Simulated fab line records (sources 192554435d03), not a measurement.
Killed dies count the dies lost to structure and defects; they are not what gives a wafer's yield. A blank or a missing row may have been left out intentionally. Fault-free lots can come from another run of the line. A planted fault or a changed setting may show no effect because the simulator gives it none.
Lot-split experiment	flow n5-finfet	on a route of 1938 steps: 7 lots, 21 wafers read

== THE SPLIT ==
At N5_BEOL_M3_COAT_67 (time 60 s, resist thk 60 nm), the setting spin-rpm was moved away from the recipe's 1500 rpm on 6 of the 21 wafers read, by -7.0% to +5.9%. This setting was run at the recipe's value on the other wafers.

== FROM THE SPLIT TO THE READING: what the file shows between them, 14 steps ==
- N5_BEOL_M3_COAT_22: resist thk 30 nm (also split here: spin-rpm)
- N5_BEOL_M3_EBR_24
- N5_BEOL_M3_SOFTBAKE_23: time 60 s
- N5_BEOL_M3_EXPOSE_25: exposes mask V2, defocus 5 nm
- N5_BEOL_M3_PEB_26: peb time 60 s
- N5_BEOL_M3_DEVELOP_27: develop time 30 s
- N5_BEOL_M3_DESCUM_33: chemistry O2, time 7 s
- N5_BEOL_M3_ETCH_77: etches underlayer in N2/H2, target depth 6.5 nm, time 5.2 s
- N5_BEOL_M3_ETCH_69: etches SiARC in CF4, target depth 15.6 nm, time 26 s
- N5_BEOL_M3_ALD_98: deposits SiO2, target thk 2.5 nm, pulse time 1 s, co reactant pulse time 1 s
- N5_BEOL_M3_ETCHBACK_99: etches SiO2 in CHF3, target depth 5 nm, time 10.4 s
- N5_BEOL_M3_ETCH_70: etches SOC in N2/H2, target depth 80 nm, overetch 16 nm, time 120 s
- N5_BEOL_M3_STRIP_71: strips in N2/H2
- N5_BEOL_M3_STRIP_78: strips in N2/H2

== THE READING ==
SOC_of_BEOL_M3_COAT_67.thk-nm (the simulator's own value, which no gauge read), in nm, at N5_BEOL_M3_VIA_ETCH_34 (etches the open film in C4F6/O2, target depth 69.4 nm, time 65.9 s). The file gives no usual value for it. Here, 15 wafers ran the recipe; their average is 52.0 nm with a standard deviation of 0.3 nm.

wafer	tool, chamber at the split	spin-rpm as run, rpm	against the recipe	SOC_of_BEOL_M3_COAT_67.thk-nm, nm	against lot-mates on the recipe
L076.1	litho-track-02, 0	1500	recipe	51.8	-
L076.3	litho-track-02, 0	1500	recipe	51.8	-
L076.5	litho-track-02, 0	1395	-7.0%	54.2	+2.4
L088.2	litho-track-02, 0	1402	-6.5%	53.8	+2.0
L088.4	litho-track-02, 0	1402	-6.5%	53.8	+2.0
L088.3	litho-track-02, 0	1500	recipe	51.8	-
L089.2	litho-track-05, 0	1500	recipe	52.4	-
L089.3	litho-track-05, 0	1500	recipe	52.2	-
L089.4	litho-track-05, 0	1588	+5.9%	50.4	-1.9
L091.1	litho-track-04, 0	1500	recipe	52	-
L091.4	litho-track-04, 0	1500	recipe	52.4	-
L091.6	litho-track-04, 0	1500	recipe	52.6	-
L092.1	litho-track-02, 0	1546	+3.1%	50.6	-1.0
L092.6	litho-track-02, 0	1546	+3.1%	50.6	-1.0
L092.3	litho-track-02, 0	1500	recipe	51.6	-
L095.1	litho-track-04, 0	1500	recipe	52.2	-
L095.4	litho-track-04, 0	1500	recipe	52.4	-
L095.6	litho-track-04, 0	1500	recipe	51.8	-
L096.1	litho-track-05, 0	1500	recipe	52	-
L096.4	litho-track-05, 0	1500	recipe	52	-
L096.3	litho-track-05, 0	1500	recipe	51.6	-

THE FIT
A straight line over all 21 wafers: SOC_of_BEOL_M3_COAT_67.thk-nm changes by -0.304 nm for each +1% of spin-rpm; r = -0.95; the points scatter about the line by 0.32 nm.
The same after taking each lot's own level away (the mean of its wafers on the recipe; 21 wafers): -0.321 nm for each +1%; r = -0.99; scatter 0.17 nm.
The reading moves by 2.2 nm for the largest change in spin-rpm, on that fit.
The lots' own levels span 51.60 to 52.33 nm, that is 2.4 times the standard deviation above.
Hence the lot-to-lot level has little effect on the slope; both slopes agree.
Check: for one of the wafers moved furthest among these (-7.0%), held out of the fit, the line's prediction against its lot-mates is +2.18 nm. It came out at +2.4 nm against them.

== ADDITIONAL SPLITS CARRIED BY THESE WAFERS ==
These wafers also went through other splits before the reading. Each is held against what the fit with the lots' levels taken away leaves over:
other split on the same wafers	wafers away from the commonest value	r with SOC_of_BEOL_M3_COAT_67.thk-nm (lot level and that fit taken away)
N5_BEOL_M2_TRENCH_ETCH_37 bias-w	6	+0.13
N5_BEOL_M3_COAT_22 spin-rpm	4	+0.28

== THE WHOLE CHAIN: every reading that the file lists as answering this split, in the file's order ==
step	what it does	reading	change (the file's fit)	r (the file's)
N5_BEOL_M3_COAT_67	time 60 s, resist thk 60 nm	SOC_of_BEOL_M3_COAT_67.thk-nm (the simulator's own value, which no gauge read)	-0.318 nm for each +1% of the setting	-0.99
N5_BEOL_M3_ETCH_70	etches SOC in N2/H2, target depth 80 nm, overetch 16 nm, time 120 s	etch.depth-nm (the simulator's own value, which no gauge read)	-0.323 nm for each +1% of the setting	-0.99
N5_BEOL_M3_VIA_ETCH_34	etches the open film in C4F6/O2, target depth 69.4 nm, time 65.9 s	SOC_of_BEOL_M3_COAT_67.thk-nm (the simulator's own value, which no gauge read)	-0.325 nm for each +1% of the setting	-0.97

== THE FILE'S OWN FIT ==
SOC_of_BEOL_M3_COAT_67.thk-nm changes by -0.325 nm for each +1% of spin-rpm, r = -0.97.
